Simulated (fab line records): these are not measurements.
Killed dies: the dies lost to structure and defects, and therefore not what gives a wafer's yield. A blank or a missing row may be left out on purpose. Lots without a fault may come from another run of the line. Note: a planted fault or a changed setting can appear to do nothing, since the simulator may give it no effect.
Split-lot study || flow n5-finfet || 7 lots, 21 wafers read, on a route of 1938 steps

## THE SPLIT ITSELF
At N5_BEOL_M7_EXPOSE_25 (exposes mask V6, target cd 40 nm), the setting dose-mj was moved away from the recipe's 42.5 on 5 of the 21 wafers read, by +5.0% to +7.0%. The other wafers ran this setting at the recipe's value.

## FROM THE SPLIT TO THE READING: what the file shows between them, 2 steps
- N5_BEOL_M7_PEB_26: peb time 60 s
- N5_BEOL_M7_DEVELOP_27: develop time 30 s

## THE READING
Shown in nm: cd-nm at N5_BEOL_M7_CD_MEAS_28, with target cd 40 nm. Typical for fault-free wafers on this fab line: 39.98 nm, with standard deviation 0.25 nm.

{"wafer": "L076.4", "tool, chamber at the split": "euv-scanner-01, 0", "dose-mj as run": 42.5, "against the recipe": "recipe", "cd-nm, nm": 40.07, "against lot-mates on the recipe": "-"}
{"wafer": "L076.5", "tool, chamber at the split": "euv-scanner-01, 0", "dose-mj as run": 42.5, "against the recipe": "recipe", "cd-nm, nm": 39.87, "against lot-mates on the recipe": "-"}
{"wafer": "L076.6", "tool, chamber at the split": "euv-scanner-01, 0", "dose-mj as run": 42.5, "against the recipe": "recipe", "cd-nm, nm": 39.95, "against lot-mates on the recipe": "-"}
{"wafer": "L077.1", "tool, chamber at the split": "euv-scanner-01, 0", "dose-mj as run": 44.62, "against the recipe": "+5.0%", "cd-nm, nm": 40.80, "against lot-mates on the recipe": "+0.93"}
{"wafer": "L077.2", "tool, chamber at the split": "euv-scanner-01, 0", "dose-mj as run": 44.62, "against the recipe": "+5.0%", "cd-nm, nm": 41.24, "against lot-mates on the recipe": "+1.37"}
{"wafer": "L077.6", "tool, chamber at the split": "euv-scanner-01, 0", "dose-mj as run": 42.5, "against the recipe": "recipe", "cd-nm, nm": 39.87, "against lot-mates on the recipe": "-"}
{"wafer": "L084.1", "tool, chamber at the split": "euv-scanner-01, 0", "dose-mj as run": 42.5, "against the recipe": "recipe", "cd-nm, nm": 40.02, "against lot-mates on the recipe": "-"}
{"wafer": "L084.2", "tool, chamber at the split": "euv-scanner-01, 0", "dose-mj as run": 42.5, "against the recipe": "recipe", "cd-nm, nm": 40.00, "against lot-mates on the recipe": "-"}
{"wafer": "L084.3", "tool, chamber at the split": "euv-scanner-01, 0", "dose-mj as run": 42.5, "against the recipe": "recipe", "cd-nm, nm": 40.18, "against lot-mates on the recipe": "-"}
{"wafer": "L085.3", "tool, chamber at the split": "euv-scanner-01, 0", "dose-mj as run": 45.34, "against the recipe": "+6.7%", "cd-nm, nm": 41.49, "against lot-mates on the recipe": "+1.19"}
{"wafer": "L085.5", "tool, chamber at the split": "euv-scanner-01, 0", "dose-mj as run": 42.5, "against the recipe": "recipe", "cd-nm, nm": 40.48, "against lot-mates on the recipe": "-"}
{"wafer": "L085.6", "tool, chamber at the split": "euv-scanner-01, 0", "dose-mj as run": 42.5, "against the recipe": "recipe", "cd-nm, nm": 40.13, "against lot-mates on the recipe": "-"}
{"wafer": "L090.1", "tool, chamber at the split": "euv-scanner-01, 0", "dose-mj as run": 42.5, "against the recipe": "recipe", "cd-nm, nm": 39.79, "against lot-mates on the recipe": "-"}
{"wafer": "L090.2", "tool, chamber at the split": "euv-scanner-01, 0", "dose-mj as run": 42.5, "against the recipe": "recipe", "cd-nm, nm": 40.09, "against lot-mates on the recipe": "-"}
{"wafer": "L090.4", "tool, chamber at the split": "euv-scanner-01, 0", "dose-mj as run": 45.47, "against the recipe": "+7.0%", "cd-nm, nm": 41.34, "against lot-mates on the recipe": "+1.40"}
{"wafer": "L093.3", "tool, chamber at the split": "euv-scanner-01, 0", "dose-mj as run": 42.5, "against the recipe": "recipe", "cd-nm, nm": 39.73, "against lot-mates on the recipe": "-"}
{"wafer": "L093.5", "tool, chamber at the split": "euv-scanner-01, 0", "dose-mj as run": 42.5, "against the recipe": "recipe", "cd-nm, nm": 39.99, "against lot-mates on the recipe": "-"}
{"wafer": "L093.6", "tool, chamber at the split": "euv-scanner-01, 0", "dose-mj as run": 42.5, "against the recipe": "recipe", "cd-nm, nm": 40.20, "against lot-mates on the recipe": "-"}
{"wafer": "L097.1", "tool, chamber at the split": "euv-scanner-01, 0", "dose-mj as run": 42.5, "against the recipe": "recipe", "cd-nm, nm": 40.22, "against lot-mates on the recipe": "-"}
{"wafer": "L097.2", "tool, chamber at the split": "euv-scanner-01, 0", "dose-mj as run": 42.5, "against the recipe": "recipe", "cd-nm, nm": 40.28, "against lot-mates on the recipe": "-"}
{"wafer": "L097.5", "tool, chamber at the split": "euv-scanner-01, 0", "dose-mj as run": 44.81, "against the recipe": "+5.4%", "cd-nm, nm": 41.03, "against lot-mates on the recipe": "+0.78"}

THE FIT
A straight line over all 21 wafers: cd-nm changes by +0.194 nm for each +1% of dose-mj; r = +0.94; the points scatter about the line by 0.19 nm.
The same after taking each lot's own level away (the mean of its wafers on the recipe; 21 wafers): +0.193 nm for each +1%; r = +0.95; scatter 0.16 nm.
According to that fit, moving dose-mj by its largest amount changes the reading by 1.3 nm.
The span of the lots' own levels, 39.870 to 40.305 nm, comes to 1.7 times the standard deviation stated above.
Hence the lot-to-lot level has little effect on the slope; both slopes agree.
Check: for one of the wafers moved furthest among these (+7.0%), held out of the fit, the line's prediction against its lot-mates is +1.33 nm. Against them it came out at +1.4 nm.

## THESE WAFERS: OTHER SPLITS
Other splits were also applied to these wafers ahead of the reading. Each is held against what the fit with the lots' levels taken away leaves over:
{"other split on the same wafers": "N5_BEOL_M6_HM_DEP_02 target-thk-a", "wafers away from the commonest value": 5, "r with cd-nm (lot level and that fit taken away)": -0.28}
{"other split on the same wafers": "N5_BEOL_M7_PECVD_70 temp-c", "wafers away from the commonest value": 7, "r with cd-nm (lot level and that fit taken away)": "+0.20"}

## THE WHOLE CHAIN: every reading that the file lists as answering this split, in the file's order
{"step": "N5_BEOL_M7_CD_MEAS_28", "what it does": "target cd 40 nm", "reading": "cd-nm", "change (the file's fit)": "+0.187 nm for each +1% of the setting", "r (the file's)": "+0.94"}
{"step": "N5_BEOL_M7_DESCUM_33", "what it does": "chemistry O2, time 7 s", "reading": "BEOL_M7.cd-nm (the simulator's own value, which no gauge read)", "change (the file's fit)": "+0.194 nm for each +1% of the setting", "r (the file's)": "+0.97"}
{"step": "N5_BEOL_M7_ETCH_72", "what it does": "etches underlayer in N2/H2, target depth 6.5 nm, time 5.2 s", "reading": "BEOL_M7.cd-nm (the simulator's own value, which no gauge read)", "change (the file's fit)": "+0.214 nm for each +1% of the setting", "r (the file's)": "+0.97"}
{"step": "N5_BEOL_M7_ETCH_65", "what it does": "etches SiARC in CF4, target depth 15.6 nm, time 26 s", "reading": "BEOL_M7.cd-nm (the simulator's own value, which no gauge read)", "change (the file's fit)": "+0.196 nm for each +1% of the setting", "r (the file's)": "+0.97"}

## THE FILE'S OWN FIT
cd-nm changes by +0.187 nm for each +1% of dose-mj, r = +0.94.
